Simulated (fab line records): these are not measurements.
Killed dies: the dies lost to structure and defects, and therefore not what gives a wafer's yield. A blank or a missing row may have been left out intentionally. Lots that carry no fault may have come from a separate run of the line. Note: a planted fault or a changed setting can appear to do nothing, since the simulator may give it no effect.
Code-filled problem report in 8D (eight disciplines) form || flow n5_finfet || the parts of the form that need people (team, actions taken, sign-off) are left out

1. WHAT IS WRONG
Wafers without a fault read 0.777 a.u., standard deviation 0.014; oes_product_au at N5_BEOL_M0_SAQP_MANDREL_ETCH_20 reads a mean of 0.328 a.u. on 6 wafers belonging to 2 lots. That is -32 standard deviations from the usual mean.
The step: etches a-Si in HBr/Cl2, stops on SiNx, target depth 60 nm, bt time 10 s, time 30 s.
First seen on wafer L496.2, day 9 21:15, on rie_si-02. At this step, 42 wafers from 14 lots have a number in the record. Rule for "out", or "out of limits": more than 4 standard deviations from the usual mean. The rest of the wafers with a number are treated as sound.

2. WHAT IT IS, WHAT IT ISN'T
{"question": "which readings at this step", "is": "oes_product_au", "is not": "chamber_pressure_mTorr, drypump_motor_current_A"}
{"question": "which lots", "is": "L496, L497", "is not": "L479, L482, L483, L485, L486, L487, L488, L490, L494, L499, L501, L502"}
{"question": "which wafers of those lots", "is": "all that have a number", "is not": "-"}
{"question": "read on which tools", "is": "rie_si-02, rie_si-06", "is not": "rie_si-04"}
{"question": "when", "is": "from day 9 21:15", "is not": "up to then (27 sound wafers); but 9 sound wafers of L499, L501, L502 came after"}

3. SUSPECTS, AND WHAT RULES EACH OUT
Counting: a tool stays on the suspect list if, at a process step up to the reading, it processed all lots that are out and no sound lot following the first of them.
- rie_diel-01 at N5_BEOL_M0_SAQP_DESCUM_19 (chemistry O2, time 7.9 s): ruled out as a lasting fault. After its first lot that is out, L496 (day 9 20:59), sound lots L499, L501 ran on it.
- rie_diel-01 at N5_BEOL_M0_SAQP_HM_OPEN_112 (chemistry CHF3/O2, target SiO2, stops on a-Si, target depth 12 nm, time 13.5 s): ruled out as a lasting fault. After its first lot that is out, L496 (day 9 21:10), sound lots L499, L501 ran on it.
Left after counting: nothing in the record.

4. THE CAUSE (what the simulator had put in)
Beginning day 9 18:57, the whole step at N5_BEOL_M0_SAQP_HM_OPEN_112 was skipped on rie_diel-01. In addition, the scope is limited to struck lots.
Counting ruled it out, wrongly: the rule takes a fault to strike every lot that its tool runs from its start on, and this one did not.

5. THE EFFECT CHAIN, in route order
Each row: a reading where the mean over the struck wafers with a number is more than 3 standard deviations away from the usual. Only readings for which the record gives a usual standard deviation are gone through. hours: the time from each lot's start at the first step in this table that gives one to its start at this step, as a median over the lots. sigmas: the change in usual standard deviations.
{"hours": 0, "step": "N5_BEOL_M0_SAQP_MANDREL_ETCH_20", "reading": "oes_product_au", "usual": "0.777 a.u.", "on struck wafers": 0.328, "change": -0.449, "sigmas": -32}
{"hours": 1, "step": "N5_BEOL_M0_SAQP_MANDREL1_REMOVE_100", "reading": "oes_product_au", "usual": "1.003 a.u.", "on struck wafers": 0.377, "change": -0.626, "sigmas": -26}
Its process steps:
- N5_BEOL_M0_SAQP_MANDREL_ETCH_20: etches a-Si in HBr/Cl2, stops on SiNx, target depth 60 nm, bt time 10 s, time 30 s.
- N5_BEOL_M0_SAQP_MANDREL1_REMOVE_100: chemistry HBr/Cl2/O2, target a-Si, stops on SiNx, bt time 10 s.
Readings that are blank on the struck wafers while sound wafers have them: CHF3_flow_sccm at N5_BEOL_M0_SAQP_HM_OPEN_112; O2_flow_sccm at N5_BEOL_M0_SAQP_HM_OPEN_112; chamber_pressure_mTorr at N5_BEOL_M0_SAQP_HM_OPEN_112; drypump_motor_current_A at N5_BEOL_M0_SAQP_HM_OPEN_112; mfc_ar_sccm at N5_BEOL_M0_SAQP_HM_OPEN_112; oes_product_au at N5_BEOL_M0_SAQP_HM_OPEN_112; rf_vpp_V at N5_BEOL_M0_SAQP_HM_OPEN_112; showerhead_plenum_p_Torr at N5_BEOL_M0_SAQP_HM_OPEN_112; and 2 more.

6. WHAT WOULD HAVE CAUGHT IT SOONER
The fault began at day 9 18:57; the first out-of-limits reading in this record came at day 9 21:15, 2 hours later.
At N5_BEOL_M0_SAQP_HM_OPEN_112 the tool's readings are blank on the struck wafers, where sound wafers have them: an empty tool record is the first sign, and it was there at once.
